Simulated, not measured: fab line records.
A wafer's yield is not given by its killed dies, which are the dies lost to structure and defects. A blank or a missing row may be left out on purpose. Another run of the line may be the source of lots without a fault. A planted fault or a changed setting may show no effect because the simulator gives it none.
Struck lot and sound lot, side by side -- flow nand_harc -- 12 steps out of a route of 1302
Sound: wafers L520.2, L520.4, L520.5. Struck: wafers L534.4, L534.5, L534.6. The cause is given at the end.
Order at every step that has rows: each side's tool, ch and its chambers, its first start. Under that, the readings that differ: sound wafers -- struck wafers -- difference of the means -- sigmas: that difference in standard deviations of wafers without a fault.
alike: readings with means less than 2 such deviations apart, plus words and numbers identical on both sides. not compared: withheld readings, readings lacking a value on some wafer, bounds such as >300 that could conceal the same value, and numbers that have no deviation in the record and whose values overlap.
Wherever a step has rows on one side only, a row that says differs or no value, or a row with sigmas, the two part there. When numbers do not overlap yet have no deviation, they are printed without sigmas and do not part them. A reading missing from all wafers of one side parts the sides only when that side holds two or more wafers.

NHARC_P_START_INSPECT_01:
  sound on defect_inspect-02, day 3 12:02; struck on defect_inspect-02, day 9 08:03
  alike: raw_defect_count
then, 9 steps without rows for these wafers: NHARC_P_ZERO_WELL_PRECLEAN_00 (cleans in SPM, time 600 s); NHARC_P_ZERO_WELL_SRD_01; NHARC_P_ZERO_WELL_PECVD_02 (deposits SiO2, target thk 10 nm); NHARC_P_ZERO_WELL_DEHYDRATE_03 (time 120 s); NHARC_P_ZERO_WELL_HMDS_04 (time 30 s); NHARC_P_ZERO_WELL_COAT_64 (time 65 s); NHARC_P_ZERO_WELL_COAT_05 (resist thk 600 nm); NHARC_P_ZERO_WELL_SOFTBAKE_06 (time 70 s); NHARC_P_ZERO_WELL_EBR_07.
NHARC_P_ZERO_WELL_EXPOSE_08: exposes mask P ZERO, target cd 500 nm.
  sound on krf_scanner-02 ch 0, day 3 13:05; struck on krf_scanner-02 ch 0, day 9 08:59
reading,sound,struck,difference,sigmas
model.P_ZERO_WELL.overlay_x_nm (nm),-3.436 -3.436 -3.436,47.68 47.68 47.68,+51.12,
  alike: mask, focus_offset_nm
then, 1 step without rows for these wafers: NHARC_P_ZERO_WELL_PEB_09 (peb time 80 s).

== WHERE THEY PART ==
Nowhere in this record.

WHY: what the simulator had put in
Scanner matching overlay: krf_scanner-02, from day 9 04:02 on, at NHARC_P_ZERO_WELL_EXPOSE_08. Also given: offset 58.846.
